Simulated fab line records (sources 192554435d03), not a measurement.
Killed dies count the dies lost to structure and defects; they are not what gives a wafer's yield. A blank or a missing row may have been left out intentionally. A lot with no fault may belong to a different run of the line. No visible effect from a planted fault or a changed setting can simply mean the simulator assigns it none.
Split-lot trial :: flow n5 finfet :: route with 1938 steps; 7 lots, 39 wafers read

## THE SPLIT
At N5_FIN_SAQP_HM_DEP_03 (deposits SiNx from SiH4/NH3/N2, target thk 38 nm, time 33.6 s), the setting target thk a was moved away from the recipe's 380 angstrom on 18 of the 39 wafers read, by -50.4% to +57.8%. For the rest of the wafers, this setting stayed at what the recipe calls for.

## FROM THE SPLIT TO THE READING: what the file shows between them, 4 steps
- N5_FIN_SAQP_THK_MEAS_05
- N5_FIN_SAQP_PECVD_47: deposits a-Si from SiH4/He, target thk 45 nm, time 36.3 s
- N5_FIN_SAQP_PECVD_48: deposits SiNx from SiH4/NH3/N2, target thk 25 nm, time 22.1 s
- N5_FIN_SAQP_MANDREL2_REMOVE_60: chemistry HBr/Cl2/O2, target a-Si, stops on SiNx, bt time 10 s

## THE READING
etch.depth nm (the simulator's own value, which no gauge read), in nm, at N5_FIN_SAQP_HM_OPEN_33 (chemistry CH3F/O2, target SiNx, target depth 49.4 nm, time 70.6 s). The file does not state a usual value for it. Average 37.35 nm, standard deviation 0.4 nm, over the 21 wafers here run with the recipe.

wafer: L074.1
tool, chamber at the split: pecvd-01, 0
target thk a as run, angstrom: 380
against the recipe: recipe
etch.depth nm, nm: 36.85
against lot-mates on the recipe: -

wafer: L074.2
tool, chamber at the split: pecvd-01, 2
target thk a as run, angstrom: 580.9
against the recipe: +52.9%
etch.depth nm, nm: 57.05
against lot-mates on the recipe: +19.61

wafer: L074.3
tool, chamber at the split: pecvd-01, 1
target thk a as run, angstrom: 580.9
against the recipe: +52.9%
etch.depth nm, nm: 56.79
against lot-mates on the recipe: +19.35

wafer: L074.4
tool, chamber at the split: pecvd-01, 1
target thk a as run, angstrom: 380
against the recipe: recipe
etch.depth nm, nm: 37.55
against lot-mates on the recipe: -

wafer: L074.5
tool, chamber at the split: pecvd-01, 2
target thk a as run, angstrom: 380
against the recipe: recipe
etch.depth nm, nm: 37.93
against lot-mates on the recipe: -

wafer: L074.6
tool, chamber at the split: pecvd-01, 0
target thk a as run, angstrom: 580.9
against the recipe: +52.9%
etch.depth nm, nm: 57.82
against lot-mates on the recipe: +20.38

wafer: L082.1
tool, chamber at the split: pecvd-01, 0
target thk a as run, angstrom: 599.8
against the recipe: +57.8%
etch.depth nm, nm: 58.45
against lot-mates on the recipe: +20.86

wafer: L082.2
tool, chamber at the split: pecvd-01, 1
target thk a as run, angstrom: 599.8
against the recipe: +57.8%
etch.depth nm, nm: 58.95
against lot-mates on the recipe: +21.36

wafer: L082.3
tool, chamber at the split: pecvd-01, 2
target thk a as run, angstrom: 599.8
against the recipe: +57.8%
etch.depth nm, nm: 58.69
against lot-mates on the recipe: +21.10

wafer: L082.4
tool, chamber at the split: pecvd-01, 0
target thk a as run, angstrom: 380
against the recipe: recipe
etch.depth nm, nm: 37.61
against lot-mates on the recipe: -

wafer: L082.5
tool, chamber at the split: pecvd-01, 1
target thk a as run, angstrom: 380
against the recipe: recipe
etch.depth nm, nm: 37.25
against lot-mates on the recipe: -

wafer: L082.6
tool, chamber at the split: pecvd-01, 2
target thk a as run, angstrom: 380
against the recipe: recipe
etch.depth nm, nm: 37.9
against lot-mates on the recipe: -

wafer: L086.1
tool, chamber at the split: pecvd-02, 0
target thk a as run, angstrom: 539.5
against the recipe: +42.0%
etch.depth nm, nm: 52.85
against lot-mates on the recipe: +15.43

wafer: L086.2
tool, chamber at the split: pecvd-02, 2
target thk a as run, angstrom: 539.5
against the recipe: +42.0%
etch.depth nm, nm: 52.57
against lot-mates on the recipe: +15.15

wafer: L086.3
tool, chamber at the split: pecvd-02, 1
target thk a as run, angstrom: 380
against the recipe: recipe
etch.depth nm, nm: 37.17
against lot-mates on the recipe: -

wafer: L086.4
tool, chamber at the split: pecvd-02, 0
target thk a as run, angstrom: 539.5
against the recipe: +42.0%
etch.depth nm, nm: 54.1
against lot-mates on the recipe: +16.68

wafer: L086.5
tool, chamber at the split: pecvd-02, 1
target thk a as run, angstrom: 380
against the recipe: recipe
etch.depth nm, nm: 37.72
against lot-mates on the recipe: -

wafer: L086.6
tool, chamber at the split: pecvd-02, 2
target thk a as run, angstrom: 380
against the recipe: recipe
etch.depth nm, nm: 37.37
against lot-mates on the recipe: -

wafer: L089.1
tool, chamber at the split: pecvd-03, 0
target thk a as run, angstrom: 539.3
against the recipe: +41.9%
etch.depth nm, nm: 52.65
against lot-mates on the recipe: +15.29

wafer: L089.2
tool, chamber at the split: pecvd-03, 1
target thk a as run, angstrom: 539.3
against the recipe: +41.9%
etch.depth nm, nm: 52.68
against lot-mates on the recipe: +15.32

wafer: L089.3
tool, chamber at the split: pecvd-03, 2
target thk a as run, angstrom: 539.3
against the recipe: +41.9%
etch.depth nm, nm: 53.05
against lot-mates on the recipe: +15.69

wafer: L089.4
tool, chamber at the split: pecvd-03, 0
target thk a as run, angstrom: 380
against the recipe: recipe
etch.depth nm, nm: 37.03
against lot-mates on the recipe: -

wafer: L089.5
tool, chamber at the split: pecvd-03, 1
target thk a as run, angstrom: 380
against the recipe: recipe
etch.depth nm, nm: 37.57
against lot-mates on the recipe: -

wafer: L089.6
tool, chamber at the split: pecvd-03, 2
target thk a as run, angstrom: 380
against the recipe: recipe
etch.depth nm, nm: 37.47
against lot-mates on the recipe: -

wafer: L090.1
tool, chamber at the split: pecvd-01, 1
target thk a as run, angstrom: 380
against the recipe: recipe
etch.depth nm, nm: 36.43
against lot-mates on the recipe: -

wafer: L090.2
tool, chamber at the split: pecvd-01, 2
target thk a as run, angstrom: 531.7
against the recipe: +39.9%
etch.depth nm, nm: 52.15
against lot-mates on the recipe: +15.03

wafer: L090.3
tool, chamber at the split: pecvd-01, 0
target thk a as run, angstrom: 531.7
against the recipe: +39.9%
etch.depth nm, nm: 51.9
against lot-mates on the recipe: +14.78

wafer: L090.4
tool, chamber at the split: pecvd-01, 0
target thk a as run, angstrom: 531.7
against the recipe: +39.9%
etch.depth nm, nm: 52.88
against lot-mates on the recipe: +15.76

wafer: L090.5
tool, chamber at the split: pecvd-01, 1
target thk a as run, angstrom: 380
against the recipe: recipe
etch.depth nm, nm: 37.16
against lot-mates on the recipe: -

wafer: L090.6
tool, chamber at the split: pecvd-01, 2
target thk a as run, angstrom: 380
against the recipe: recipe
etch.depth nm, nm: 37.77
against lot-mates on the recipe: -

wafer: L092.1
tool, chamber at the split: pecvd-01, 0
target thk a as run, angstrom: 188.3
against the recipe: -50.4%
etch.depth nm, nm: 18.35
against lot-mates on the recipe: -18.96

wafer: L092.2
tool, chamber at the split: pecvd-01, 1
target thk a as run, angstrom: 188.3
against the recipe: -50.4%
etch.depth nm, nm: 17.6
against lot-mates on the recipe: -19.71

wafer: L092.3
tool, chamber at the split: pecvd-01, 1
target thk a as run, angstrom: 188.3
against the recipe: -50.4%
etch.depth nm, nm: 18.12
against lot-mates on the recipe: -19.19

wafer: L092.4
tool, chamber at the split: pecvd-01, 0
target thk a as run, angstrom: 380
against the recipe: recipe
etch.depth nm, nm: 37.37
against lot-mates on the recipe: -

wafer: L092.5
tool, chamber at the split: pecvd-01, 1
target thk a as run, angstrom: 380
against the recipe: recipe
etch.depth nm, nm: 36.93
against lot-mates on the recipe: -

wafer: L092.6
tool, chamber at the split: pecvd-01, 0
target thk a as run, angstrom: 380
against the recipe: recipe
etch.depth nm, nm: 37.64
against lot-mates on the recipe: -

wafer: L097.2
tool, chamber at the split: pecvd-03, 0
target thk a as run, angstrom: 380
against the recipe: recipe
etch.depth nm, nm: 36.8
against lot-mates on the recipe: -

wafer: L097.3
tool, chamber at the split: pecvd-03, 2
target thk a as run, angstrom: 380
against the recipe: recipe
etch.depth nm, nm: 36.99
against lot-mates on the recipe: -

wafer: L097.6
tool, chamber at the split: pecvd-03, 1
target thk a as run, angstrom: 380
against the recipe: recipe
etch.depth nm, nm: 37.82
against lot-mates on the recipe: -

THE FIT
A straight line over all 39 wafers: etch.depth nm changes by +0.376 nm for each +1% of target thk a; r = +1.00; the points scatter about the line by 0.44 nm.
The same after taking each lot's own level away (the mean of its wafers on the recipe; 39 wafers): +0.375 nm for each +1%; r = +1.00; scatter 0.45 nm.
According to that fit, moving target thk a by its largest amount changes the reading by 22 nm.
The span of the lots' own levels, 37.120 to 37.587 nm, comes to 1.2 times the standard deviation stated above.
Consequently the slope shifts little with the lot-to-lot level, the two slopes agreeing.
Check: for one of the wafers moved furthest among these (+57.8%), held out of the fit, the line's prediction against its lot-mates is +21.7 nm. It came out at +20.9 nm against them.

## THE WHOLE CHAIN: every reading that the file lists as answering this split, in the file's order
step: N5_FIN_SAQP_HM_DEP_03
what it does: deposits SiNx from SiH4/NH3/N2, target thk 38 nm, time 33.6 s
reading: SiNx_of_FIN_SAQP_HM_DEP_03.thk nm (the simulator's own value, which no gauge read)
change (the file's fit): +0.373 nm for each +1% of the setting
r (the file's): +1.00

step: N5_FIN_SAQP_THK_MEAS_05
what it does: 
reading: thk nm
change (the file's fit): withheld for each +1% of the setting
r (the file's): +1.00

step: N5_FIN_SAQP_HM_OPEN_33
what it does: chemistry CH3F/O2, target SiNx, target depth 49.4 nm, time 70.6 s
reading: etch rf on time s
change (the file's fit): withheld for each +1% of the setting
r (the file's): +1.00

step: N5_FIN_SAQP_HM_OPEN_33
what it does: chemistry CH3F/O2, target SiNx, target depth 49.4 nm, time 70.6 s
reading: etch.depth nm (the simulator's own value, which no gauge read)
change (the file's fit): +0.374 nm for each +1% of the setting
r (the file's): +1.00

## THE FILE'S OWN FIT
etch.depth nm changes by +0.374 nm for each +1% of target thk a, r = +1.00.
